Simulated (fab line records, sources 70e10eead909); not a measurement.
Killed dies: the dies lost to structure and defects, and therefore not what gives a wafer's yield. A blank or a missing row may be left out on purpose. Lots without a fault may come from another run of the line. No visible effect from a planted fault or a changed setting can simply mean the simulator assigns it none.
A lot that was struck, set against a sound lot | flow nand_harc | 15 steps out of a route of 1159
Sound: wafers L912.2, L912.3, L912.4. Struck: wafer L921.3 (left out: L921.1, L921.4 of the same lot, which were not struck); the cause appears at the end.
Order at every step that has rows: each side's tool, ch and its chambers, its first start. Under that, the readings that differ: sound wafers | struck wafers | difference of the means | sigmas: that difference in standard deviations of wafers without a fault.
alike: readings whose means differ by less than 2 such deviations, and words and numbers that are the same on both sides. not compared: withheld readings, readings that some wafer has no value for, bounds like >300 that may hide the same value, and numbers for which the record gives no deviation and whose values overlap.
Wherever a step has rows on one side only, a row that says differs or no value, or a row with sigmas, the two part there. Non-overlapping numbers with no deviation appear without sigmas and do not part them. Lack of a reading on every wafer of one side parts them only where that side has two or more wafers.

first, 8 steps without rows for these wafers: NHARC_P_CONTACT_COAT_33 (time 75 s); NHARC_P_CONTACT_COAT_34 (time 65 s); NHARC_P_CONTACT_COAT_06 (resist thk 90 nm); NHARC_P_CONTACT_SOFTBAKE_07 (time 55 s); NHARC_P_CONTACT_EBR_08; NHARC_P_CONTACT_EXPOSE_09 (exposes mask P CA, target cd 90 nm); NHARC_P_CONTACT_PEB_10 (peb time 65 s); NHARC_P_CONTACT_DEVELOP_11 (develop time 35 s).
NHARC_P_CONTACT_CD_MEAS_12 targets a cd of 90 nm.
  sound on cd_sem-02 ch 0, day 6 05:26; struck on cd_sem-01 ch 0, day 8 19:41
  alike: cd_nm
NHARC_P_CONTACT_OVL_MEAS_13:
  sound on overlay-02 at day 6 05:31; struck on overlay-02 at day 8 19:47
  reading           | sound       | struck | difference | sigmas
  overlay_y_nm (nm) | 0.3 1.3 0.4 | -1.0   | -1.7       | -2
  alike: overlay_x_nm
NHARC_P_CONTACT_INSPECT_14:
  sound on defect_inspect-01 at day 6 05:34; struck on defect_inspect-01 at day 8 19:49
  alike: raw_defect_count
NHARC_P_CONTACT_DESCUM_17: chemistry O2, time 3 s.
  sound on rie_diel-12 ch 0,2,3, day 6 05:37; struck on rie_diel-03 ch 0, day 8 19:53
  reading                | sound  | struck | difference | sigmas
  rf_hours_counter_h (h) | 6 11 9 | 15     | +6         |
  alike: drypump_motor_current_A, oes_product_au, rf_vpp_V, showerhead_plenum_p_Torr, throttle_valve_pct
NHARC_P_CONTACT_ETCH_35: etches the open film in CF4, target depth 39 nm, time 65 s.
  sound on rie_diel-12 ch 0,2,3, day 6 05:43; struck on rie_diel-03 ch 0, day 8 19:58
  reading                | sound          | struck | difference | sigmas
  rf_hours_counter_h (h) | 11 9 6         | 15     | +6         |
  run_length_s (s)       | 86.6 85.6 86.4 | 71.4   | -14.8      | -31
  alike: drypump_motor_current_A, oes_product_au, rf_vpp_V, showerhead_plenum_p_Torr, throttle_valve_pct
NHARC_P_CONTACT_ETCH_36: etches the open film in N2/H2, target depth 260 nm, time 406.25 s.
  sound: rie_diel-12 ch 0,1,3; struck: rie_diel-03 ch 2
  reading                | sound   | struck | difference | sigmas
  rf_hours_counter_h (h) | 6 10 11 | 13     | +4         |
  alike: drypump_motor_current_A, h2_flow_sccm, oes_product_au, rf_vpp_V, run_length_s, showerhead_plenum_p_Torr, throttle_valve_pct
following that, these wafers have no rows for 1 step: NHARC_END_SORT_01.

## WHERE THEY PART
First at NHARC_P_CONTACT_OVL_MEAS_13; last, within this record, at NHARC_P_CONTACT_ETCH_35. Later steps at which nothing parts them and some readings are alike: NHARC_P_CONTACT_ETCH_36.

WHY: whatever the simulator had introduced
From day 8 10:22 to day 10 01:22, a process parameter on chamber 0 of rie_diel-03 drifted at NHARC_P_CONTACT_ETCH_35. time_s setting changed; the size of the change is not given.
